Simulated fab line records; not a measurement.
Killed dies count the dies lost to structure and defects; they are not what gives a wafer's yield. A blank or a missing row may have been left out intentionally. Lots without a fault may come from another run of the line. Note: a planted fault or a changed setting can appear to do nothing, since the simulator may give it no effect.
The tool behind it: which one?	flow n5_finfet	21 lots with 63 wafers sampled at 3 steps, on a route of 1938 steps

== WHAT THE GAUGES READ, wafer by wafer ==
N5_FIN_SAQP_CD_MEAS_16: the cd target is 35.6 nm.
lot	measured	on	cd_nm (nm)
L075	day 2 03:30	cd_sem-02	35.2 35.4 35.9
L076	day 2 09:41	cd_sem-02	35.1 36.0 34.5
L078	day 2 21:51	cd_sem-03	35.7 35.2 35.5
L079	day 3 03:15	cd_sem-03	36.1 35.8 36.2
L080	day 3 09:47	cd_sem-01	35.1 35.1 36.2
L081	day 3 16:23	cd_sem-03	34.7 35.8 35.4
L082	day 3 22:01	cd_sem-03	36.0 35.5 35.9
L083	day 4 04:43	cd_sem-01	35.4 35.0 35.2
L084	day 4 10:49	cd_sem-01	35.4 35.5 35.9
L085	day 4 16:15	cd_sem-03	35.3 35.4 35.2
L086	day 5 00:40	cd_sem-03	34.9 34.6 35.0
L087	day 5 06:17	cd_sem-03	35.7 35.7 35.8
L088	day 5 09:29	cd_sem-01	35.9 35.7 35.1
L089	day 5 16:10	cd_sem-01	35.6 35.7 35.5
L090	day 5 22:18	cd_sem-02	35.2 34.5 34.9
L091	day 6 03:59	cd_sem-01	34.6 34.8 35.1
L093	day 6 15:37	cd_sem-03	35.3 35.8 36.1
L094	day 6 21:49	cd_sem-03	35.0 35.3 35.7
L095	day 7 04:19	cd_sem-01	35.0 35.3 35.5
L096	day 7 10:23	cd_sem-03	34.6 35.4 35.5
L097	day 7 15:36	cd_sem-01	35.2 35.0 34.9

== EACH LOT AND THE TOOL THAT RAN IT (in order: tool; ch and the chambers of the sampled wafers; start) ==
lot	N5_FIN_SAQP_ALD_61	N5_FIN_SAQP_DENSIFY_62
L075	ald_sin-04 ch 0,1,3, day 2 02:16	rtp_anneal-02 ch 0, day 2 02:29
L076	ald_sin-01 ch 1,2,3, day 2 08:26	rtp_anneal-01 ch 0, day 2 08:40
L078	ald_sin-01 ch 0,1,2, day 2 20:25	rtp_anneal-01 ch 0, day 2 20:47
L079	ald_sin-01 ch 0,1,2, day 3 02:11	rtp_anneal-01 ch 0, day 3 02:25
L080	ald_sin-03 ch 0,2,3, day 3 08:35	rtp_anneal-01 ch 0, day 3 08:49
L081	ald_sin-03 ch 0,2,3, day 3 15:11	rtp_anneal-01 ch 0, day 3 15:24
L082	ald_sin-01 ch 1,2,3, day 3 20:47	rtp_anneal-01 ch 0, day 3 20:59
L083	ald_sin-01 ch 1,2, day 4 03:29	rtp_anneal-02 ch 0, day 4 03:41
L084	ald_sin-03 ch 0,1,3, day 4 09:29	rtp_anneal-01 ch 0, day 4 09:41
L085	ald_sin-04 ch 0,3, day 4 15:01	rtp_anneal-01 ch 0, day 4 15:15
L086	ald_sin-03 ch 0,1,2, day 4 23:28	rtp_anneal-02 ch 0, day 4 23:43
L087	ald_sin-01 ch 0,1,3, day 5 05:05	rtp_anneal-02 ch 0, day 5 05:17
L088	ald_sin-04 ch 1,2, day 5 08:17	rtp_anneal-02 ch 0, day 5 08:29
L089	ald_sin-03 ch 0,1,2, day 5 15:04	rtp_anneal-01 ch 0, day 5 15:17
L090	ald_sin-01 ch 1,2,3, day 5 21:06	rtp_anneal-02 ch 0, day 5 21:20
L091	ald_sin-01 ch 0,2, day 6 02:37	rtp_anneal-01 ch 0, day 6 03:02
L093	ald_sin-01 ch 0,2, day 6 14:21	rtp_anneal-02 ch 0, day 6 14:37
L094	ald_sin-03 ch 0,2,3, day 6 20:37	rtp_anneal-01 ch 0, day 6 20:50
L095	ald_sin-01 ch 1,2,3, day 7 03:12	rtp_anneal-01 ch 0, day 7 03:26
L096	ald_sin-03 ch 0,1,2, day 7 09:12	rtp_anneal-02 ch 0, day 7 09:24
L097	ald_sin-01 ch 0,1,3, day 7 14:31	rtp_anneal-02 ch 0, day 7 14:46
- N5_FIN_SAQP_ALD_61: deposits SiO2, target thk 4 nm, pulse time 1 s, purge time 2 s.
- N5_FIN_SAQP_DENSIFY_62: time 60 s.

== WHAT THE TOOLS THEMSELVES READ (means of the sampled wafers that have a number; where no wafer has one, the mark that the record gives instead) ==
N5_FIN_SAQP_ALD_61.
lot	tool	chamber_pressure_Torr (Torr)	heater_power_w (W)	precursor_pulse_height_rel
L075	ald_sin-04	2.001	451	0.988
L076	ald_sin-01	2.003	507	0.997
L078	ald_sin-01	1.999	516	1.002
L079	ald_sin-01	2.002	515	0.990
L080	ald_sin-03	2.002	473	0.986
L081	ald_sin-03	2.003	483	1.015
L082	ald_sin-01	1.999	492	1.015
L083	ald_sin-01	1.999	469	1.023
L084	ald_sin-03	2.003	455	1.005
L085	ald_sin-04	1.999	448	1.008
L086	ald_sin-03	2.001	458	0.996
L087	ald_sin-01	1.999	478	1.000
L088	ald_sin-04	2.000	492	0.990
L089	ald_sin-03	1.999	454	1.003
L090	ald_sin-01	2.002	501	0.996
L091	ald_sin-01	2.000	556	1.017
L093	ald_sin-01	2.001	551	0.998
L094	ald_sin-03	1.995	471	0.974
L095	ald_sin-01	2.001	511	0.990
L096	ald_sin-03	1.999	461	0.992
L097	ald_sin-01	1.999	481	1.006

N5_FIN_SAQP_DENSIFY_62.
lot	tool	lamp_power_pct (%)	wafer_temp_C_max
L075	rtp_anneal-02	9.83	703.0
L076	rtp_anneal-01	9.84	704.1
L078	rtp_anneal-01	9.86	702.7
L079	rtp_anneal-01	9.80	703.1
L080	rtp_anneal-01	9.86	703.9
L081	rtp_anneal-01	9.87	703.7
L082	rtp_anneal-01	9.82	703.8
L083	rtp_anneal-02	9.85	703.2
L084	rtp_anneal-01	9.82	703.2
L085	rtp_anneal-01	9.87	703.2
L086	rtp_anneal-02	9.85	703.4
L087	rtp_anneal-02	9.86	703.2
L088	rtp_anneal-02	9.83	703.8
L089	rtp_anneal-01	9.84	703.2
L090	rtp_anneal-02	9.81	703.7
L091	rtp_anneal-01	9.85	703.6
L093	rtp_anneal-02	9.92	703.8
L094	rtp_anneal-01	9.86	703.1
L095	rtp_anneal-01	9.86	703.2
L096	rtp_anneal-02	9.88	703.5
L097	rtp_anneal-02	9.85	703.8

== THE ANSWER, worked out from the rows above alone ==
Rule: the lots themselves supply what counts as usual. Put in order of their means at a reading, lots are off if they are a third of the lots or fewer, leave a main group of 4 or more, and stand apart from it by a gap of 3 or more times the standard deviation of the main group's means; of several such gaps the widest counts. A main group is skipped when, at the precision printed for the reading in the tables above, its means are all equal. Also off: a lot with no number at a reading for which 4 or more lots have one. Any other lot the step has rows for is counted as sound. After the gauges, taken in route order, come the tools' own readings; for these a lot's mean is taken, as printed above. The first step at which some lot is off is used, and at that step the reading that is off furthest; a lot without a number counts as furthest.
Across all readings shown, no lot is off: no conclusion can be drawn from this.

== WHAT HAD BEEN PUT IN BY THE SIMULATOR ==
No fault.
